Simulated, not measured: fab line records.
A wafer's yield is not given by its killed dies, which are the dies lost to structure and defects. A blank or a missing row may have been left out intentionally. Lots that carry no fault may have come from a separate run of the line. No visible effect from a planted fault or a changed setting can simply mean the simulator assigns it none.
Chamber matching | flow nand-harc | NHARC_THIN_TSV_DEP_47 on pecvd-02: 3 sister chambers
The step deposits SiO2, target thk 200 nm. 6 wafers are shown with their chamber, then 7 later ones without.

EACH WAFER AND ITS CHAMBER
wafer  | chamber | throttle-valve-pct (%) | flow-sccm (sccm)
L319.3 | 0       | 15.6                   | 2644
L324.3 | 0       | 14.9                   | 2640
L328.5 | 2       | 14.7                   | 2642
L328.6 | 1       | 14.6                   | 2639
L333.1 | 1       | 15.2                   | 2665
L333.2 | 2       | 14.8                   | 2647

WAFERS MISSING THEIR CHAMBER
wafer  | throttle-valve-pct (%) | flow-sccm (sccm)
L333.4 | 15.1                   | 2641
L337.2 | 15.3                   | 2663
L337.3 | 14.8                   | 2630
L337.5 | 15.3                   | 2651
L338.2 | 14.8                   | 2649
L338.3 | 15.1                   | 2650
L338.5 | 15.1                   | 2642

WHICH CHAMBER EACH ONE RAN IN
wafer  | from the rows above          | in truth
L333.4 | can't be placed: 0 or 2 or 1 | 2
L337.2 | can't be placed: 1 or 0 or 2 | 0
L337.3 | can't be placed: 2 or 0 or 1 | 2
L337.5 | can't be placed: 0 or 1 or 2 | 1
L338.2 | can't be placed: 1 or 2 or 0 | 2
L338.3 | can't be placed: 1 or 0 or 2 | 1
L338.5 | can't be placed: 0 or 2 or 1 | 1
Placed correctly: 0 of 7. Unplaceable from these rows: 7, with the true chamber sitting among the candidates in 7. Placed wrongly: 0.
How it was worked out, from the rows above alone: a wafer's distance from a chamber is the root of the sum, over the readings, of the square of ((its reading less the chamber's mean) divided by the reading's scatter). If the next closest chamber is less than 2 further off than the closest, the wafer can't be placed; otherwise it belongs to the closest. A chamber's mean is the mean of its shown wafers. The scatter: the root of (the sum of the squares of (reading less its chamber's mean) over the shown wafers, divided by (wafers less chambers)).
